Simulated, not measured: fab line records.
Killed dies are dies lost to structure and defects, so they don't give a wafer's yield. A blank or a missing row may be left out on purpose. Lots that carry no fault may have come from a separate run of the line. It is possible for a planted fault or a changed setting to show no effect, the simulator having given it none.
8D (eight disciplines) problem report, filled in by code || flow nand-harc || the parts of the form that need people (team, actions taken, sign-off) are left out

## 1. THE ISSUE
killed-at-array at NHARC_END_SORT_01 reads a mean of 102 on 6 wafers of 2 lots; wafers without a fault read 29 with a standard deviation of 11. Measured from the usual mean, that is +6.6 standard deviations.
Seen first at day 22 10:07 on prober-01, wafer L230.1. Wafers with a number at this step in the record: 9, from 3 lots. By rule, "out" or "out of limits" means more than 4 standard deviations away from the usual mean. The other wafers with a number count as sound.

## 2. WHAT THIS IS AND IS NOT
{"question": "which readings at this step", "is": "killed-at-array, killed-dies", "is not": "killed-at-other, killed-at-periphery, killed-open, killed-short"}
{"question": "which lots", "is": "L230, L233", "is not": "L231"}
{"question": "which wafers of those lots", "is": "all that have a number", "is not": "-"}
{"question": "read on which gauges", "is": "prober-01, prober-02", "is not": "-"}
{"question": "when", "is": "from day 22 10:07", "is not": "up to then (0 sound wafers); but 3 sound wafers of L231 came after"}

## 3. THE SUSPECTS, EACH WITH WHAT RULES IT OUT
Counting: a tool at a process step up to the reading stays a suspect if it ran every lot that is out and no sound lot after the first of them.
- the gauge at NHARC_END_SORT_01 is ruled out. 2 gauges (prober-01, prober-02) read the wafers that are out.
- har-cap-etch-01 at NHARC_A_CONTACT_ETCH_135 (etches the open film in C4F8/O2/Ar, time 132 s, target depth 1287 nm): kept. It ran every lot that is out, first L230 (day 20 07:54), and no sound lot after that.
- pvd-sputter-02 at NHARC_A_BONDPAD_PVD_17 (deposits TaN, target thk 5 nm, time 8.06 s): ruled out as a lasting fault. The sound lots L231 went through it after L230, its earliest lot that is out (day 22 10:07). NHARC_A_BONDPAD_PVD_17 gives no start for some lots, so the hours and the order of its lots are those of NHARC_END_SORT_01.
The count leaves har-cap-etch-01 at NHARC_A_CONTACT_ETCH_135.

## 4. THE CAUSE (what the simulator had put in)
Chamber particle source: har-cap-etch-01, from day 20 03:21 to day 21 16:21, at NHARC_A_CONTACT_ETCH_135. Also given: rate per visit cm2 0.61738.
This tool alone remained once counting was done.

## 5. THE CHAIN OF EFFECTS, in route order
One row per reading whose mean, taken over the struck wafers that have a number, lies over 3 standard deviations from the usual. Only readings whose record carries a usual standard deviation are examined. hours: median over the lots of the time between each lot's start at the first step of this table that gives one and its start at this step. sigmas: the change, counted in usual standard deviations.
{"hours": 0, "step": "NHARC_END_SORT_01", "reading": "killed-at-array", "usual": 29, "on struck wafers": 102, "change": "+73", "sigmas": "+6.6"}
{"hours": 0, "step": "NHARC_END_SORT_01", "reading": "killed-dies", "usual": 33, "on struck wafers": 108, "change": "+75", "sigmas": "+6.2"}

## 6. HOW IT WOULD HAVE BEEN CAUGHT EARLIER
The first out-of-limits reading at a measuring or inspecting step in this record came at day 22 10:07, 55 hours after the fault's start at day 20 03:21.
The start of NHARC_A_CONTACT_ETCH_135 on har-cap-etch-01 came by day 22 10:07 for every one of the lots that are out (2). Tool hold at that time: it would have spared none of them.
